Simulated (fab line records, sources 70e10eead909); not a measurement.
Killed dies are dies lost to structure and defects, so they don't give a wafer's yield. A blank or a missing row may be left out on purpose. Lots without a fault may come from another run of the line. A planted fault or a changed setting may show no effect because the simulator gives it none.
Chamber matching | flow nand_harc | NHARC_A_BLC_STRIP_21 on rie_diel-03: 4 sister chambers
The step strips in O2. 24 wafers are shown with their chamber, then 12 later ones without.

WAFERS WITH THEIR CHAMBER
wafer  | chamber | showerhead_plenum_p_Torr (Torr) | drypump_motor_current_A (A) | oes_product_au (a.u.)
L074.1 | 3       | 3.38                            | 4.9                         | 0.995
L074.2 | 2       | 3.58                            | 5.9                         | 0.993
L074.3 | 0       | 3.73                            | 5.7                         | 1.000
L078.1 | 3       | 3.38                            | 4.8                         | 0.996
L078.2 | 2       | 3.58                            | 5.9                         | 1.002
L078.3 | 0       | 3.73                            | 5.7                         | 1.004
L080.1 | 3       | 3.38                            | 4.8                         | 0.983
L080.2 | 1       | 3.41                            | 6.0                         | 1.001
L080.6 | 3       | 3.38                            | 4.9                         | 1.002
L083.1 | 1       | 3.41                            | 6.0                         | 1.005
L083.2 | 0       | 3.72                            | 5.7                         | 0.997
L083.6 | 2       | 3.58                            | 5.9                         | 0.985
L082.1 | 0       | 3.72                            | 5.7                         | 1.005
L082.2 | 1       | 3.41                            | 6.0                         | 1.003
L082.3 | 3       | 3.38                            | 4.9                         | 1.001
L084.2 | 0       | 3.72                            | 5.7                         | 0.998
L084.3 | 1       | 3.41                            | 6.0                         | 0.998
L084.6 | 0       | 3.72                            | 5.7                         | 0.992
L089.1 | 3       | 3.37                            | 4.8                         | 0.999
L089.2 | 2       | 3.58                            | 5.9                         | 0.984
L089.6 | 0       | 3.72                            | 5.7                         | 0.988
L088.2 | 3       | 3.37                            | 4.8                         | 1.004
L088.4 | 2       | 3.58                            | 5.9                         | 0.989
L088.5 | 3       | 3.38                            | 4.8                         | 1.006

SIGNATURES (means of the wafers above)
reading                  | chamber 0 | chamber 1 | chamber 2 | chamber 3 | scatter within a chamber
showerhead_plenum_p_Torr | 3.7229    | 3.4100    | 3.5800    | 3.3775    | 0.00383
drypump_motor_current_A  | 5.700     | 6.000     | 5.900     | 4.838     | 0.0306
oes_product_au           | 0.99771   | 1.00175   | 0.99060   | 0.99825   | 0.00644
Rule: a wafer's distance from a chamber is the root of the sum, over the readings, of the square of ((its reading less the chamber's mean) divided by the reading's scatter). The wafer belongs to the nearest chamber; if the next one is less than 2 further off, it can't be placed. The scatter: the root of (the sum of the squares of (reading less its chamber's mean) over the shown wafers, divided by (wafers less chambers)).

WAFERS WITHOUT THEIR CHAMBER
wafer  | showerhead_plenum_p_Torr (Torr) | drypump_motor_current_A (A) | oes_product_au (a.u.)
L090.1 | 3.58                            | 5.9                         | 0.993
L090.3 | 3.37                            | 4.8                         | 1.004
L090.6 | 3.72                            | 5.7                         | 0.990
L095.1 | 3.72                            | 5.7                         | 0.995
L095.2 | 3.41                            | 6.0                         | 1.015
L095.5 | 3.72                            | 5.7                         | 0.994
L094.1 | 3.41                            | 6.0                         | 1.007
L094.3 | 3.57                            | 5.9                         | 1.000
L094.6 | 3.72                            | 5.7                         | 1.007
L097.2 | 3.41                            | 6.0                         | 1.010
L097.3 | 3.37                            | 4.8                         | 1.003
L097.4 | 3.72                            | 5.7                         | 0.992

WHICH CHAMBER EACH WENT THROUGH
wafer  | from the rows above | in truth
L090.1 | 2                   | 2
L090.3 | 3                   | 3
L090.6 | 0                   | 0
L095.1 | 0                   | 0
L095.2 | 1                   | 1
L095.5 | 0                   | 0
L094.1 | 1                   | 1
L094.3 | 2                   | 2
L094.6 | 0                   | 0
L097.2 | 1                   | 1
L097.3 | 3                   | 3
L097.4 | 0                   | 0
Placed correctly: 12 of 12. Can't be placed from these rows: 0. Placed wrongly: 0.
